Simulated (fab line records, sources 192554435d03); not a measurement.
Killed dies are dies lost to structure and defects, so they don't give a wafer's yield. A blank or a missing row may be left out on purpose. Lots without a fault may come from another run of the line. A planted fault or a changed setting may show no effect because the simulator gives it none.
A struck lot beside a sound one | flow n5_finfet | 36 steps out of a route of 1938
Sound: wafers L391.1, L391.4, L391.5. Struck: wafers L390.2, L390.5, L390.6. The cause comes at the end.
At each step with rows: each side's tool, then ch and its chambers, then its first start. Under that, the readings that differ: sound wafers | struck wafers | difference of the means | sigmas: that difference in standard deviations of wafers without a fault.
alike: readings whose means differ by less than 2 such deviations, and words and numbers that are the same on both sides. not compared: withheld readings, readings that some wafer has no value for, bounds like >300 that may hide the same value, and numbers for which the record gives no deviation and whose values overlap.
The two part at a step that has a row with sigmas, a row that says differs or no value, or rows on one side only. Numbers that don't overlap but have no deviation are shown without sigmas and don't part them. A reading that every wafer of one side lacks parts them only if that side has two wafers or more.

first, 8 steps without rows for these wafers: N5_BEOL_M4_CO_CAP_55 (material Co, precursor CCTBA/H2, target thk 2 nm, time 102.1 s); N5_BEOL_M4_PRE_CLEAN_56 (time 15 s); N5_BEOL_M4_DEP_57 (deposits SiCN from 3MS/NH3, target thk 8 nm, time 14 s); N5_BEOL_M5_ILD_DEP_00 (deposits SiCOH lowk from DEMS/porogen, target thk 140.64 nm, time 25.9 s); N5_BEOL_M5_CURE_79 (cures SiCOH lowk, time 240 s); N5_BEOL_M5_PECVD_70 (deposits SiO2 from TEOS/O2, target thk 16 nm, time 18 s); N5_BEOL_M5_HM_DEP_02 (deposits TiN, target thk 20 nm); N5_BEOL_M5_COAT_59 (time 60 s, resist thk 60 nm).
N5_BEOL_M5_COAT_60: time 60 s, resist thk 12 nm.
  sound on litho_track-02 ch 0, day 13 15:28; struck on litho_track-01 ch 0, day 13 03:55
  reading                                    | sound                | struck            | difference | sigmas
  spin_speed_rpm (rpm)                       | 1499.8 1499.2 1500.3 | 818.5 819.1 818.7 | -681.0     | -99 or more
  model.SiARC_of_BEOL_M5_COAT_60.thk_nm (nm) | 12 12 12             | 16.2 16.2 16.2    | +4.2       |
then, 9 steps without rows for these wafers: N5_BEOL_M5_COAT_71 (time 60 s, resist thk 5 nm); N5_BEOL_M5_COAT_05 (resist thk 30 nm); N5_BEOL_M5_EBR_07; N5_BEOL_M5_SOFTBAKE_06 (time 60 s); N5_BEOL_M5_EXPOSE_08 (exposes mask M5, target cd 28 nm); N5_BEOL_M5_PEB_09 (peb time 60 s); N5_BEOL_M5_DEVELOP_10 (develop time 30 s); N5_BEOL_M5_DESCUM_16 (chemistry O2, time 7 s); N5_BEOL_M5_ETCH_72 (etches underlayer in N2/H2, target depth 6.5 nm, time 5.2 s).
N5_BEOL_M5_ETCH_61: etches SiARC in CF4, target depth 15.6 nm, time 26 s.
  sound on rie_diel-03 ch 0,1,3, day 13 15:56; struck on rie_diel-05 ch 0,2,3, day 13 04:26
  reading                  | sound             | struck           | difference | sigmas
  etch_rf_on_time_s (s)    | 26.2 25.3 26.4    | 35.7 34.9 35.2   | +9.3       | +19
  model.etch.depth_nm (nm) | 12.06 12.01 12.06 | 16.2 16.23 16.25 | +4.2       |
  alike: drypump_motor_current_A, oes_product_au, rf_vpp_V, showerhead_plenum_p_Torr, throttle_valve_pct
  not compared: rf_hours_counter_h, model.BEOL_M5.cd_nm
N5_BEOL_M5_ETCH_62: etches SOC in N2/H2, target depth 75 nm, overetch 15 nm, time 112.5 s.
  sound on rie_diel-03 ch 0,1,3, day 13 15:58; struck on rie_diel-05 ch 0,2,3, day 13 04:27
  reading                                    | sound       | struck     | difference | sigmas
  model.SiARC_of_BEOL_M5_COAT_60.thk_nm (nm) | 6.8 6.6 6.8 | 11 10.8 11 | +4         |
  alike: drypump_motor_current_A, oes_product_au, rf_vpp_V, showerhead_plenum_p_Torr, throttle_valve_pct
  not compared: rf_hours_counter_h
then, 14 steps without rows for these wafers: N5_BEOL_M5_STRIP_63 (strips in N2/H2); N5_BEOL_M5_STRIP_73 (strips in N2/H2); N5_BEOL_M5_STRIP_64 (strips in CF4); N5_BEOL_M5_HM_OPEN_17 (chemistry Cl2/BCl3, target TiN, target depth 20 nm, overetch 6 nm); N5_BEOL_M5_STRIP_19 (strips in O2); N5_BEOL_M5_COAT_65 (time 60 s, resist thk 60 nm); N5_BEOL_M5_COAT_66 (time 60 s, resist thk 12 nm); N5_BEOL_M5_COAT_74 (time 60 s, resist thk 5 nm); N5_BEOL_M5_COAT_22 (resist thk 30 nm); N5_BEOL_M5_EBR_24; N5_BEOL_M5_SOFTBAKE_23 (time 60 s); N5_BEOL_M5_EXPOSE_25 (exposes mask V4, defocus 10 nm); N5_BEOL_M5_PEB_26 (peb time 60 s); N5_BEOL_M5_DEVELOP_27 (develop time 30 s).
N5_BEOL_M5_ETCH_41: etches SiCN in CH3F/O2, target depth 31.5 nm, time 56.7 s.
  sound on rie_diel-05 ch 0,1,3; struck on rie_diel-05 ch 0,1,3
  alike: drypump_motor_current_A, oes_product_au, rf_vpp_V, showerhead_plenum_p_Torr, throttle_valve_pct
  not compared: rf_hours_counter_h, model.BEOL_M5.cd_nm
-- the record jumps here: 4 days lie between the struck wafers' starts before and after (it left off in module BEOL_M5 and takes up again in module PASSIVATION, whose first step shown is number 1936 of the route) --
N5_PASSIVATION_PROBE_49:
  the record has rows for the struck wafers here (prober-01, day 17 00:44) and none for the sound ones

WHERE THEY PART
First at N5_BEOL_M5_COAT_60; last, within this record, at N5_PASSIVATION_PROBE_49.

WHY: what the simulator had put in
Process parameter drift: litho_track-01, from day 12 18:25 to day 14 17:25, at N5_BEOL_M5_COAT_60. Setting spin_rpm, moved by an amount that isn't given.
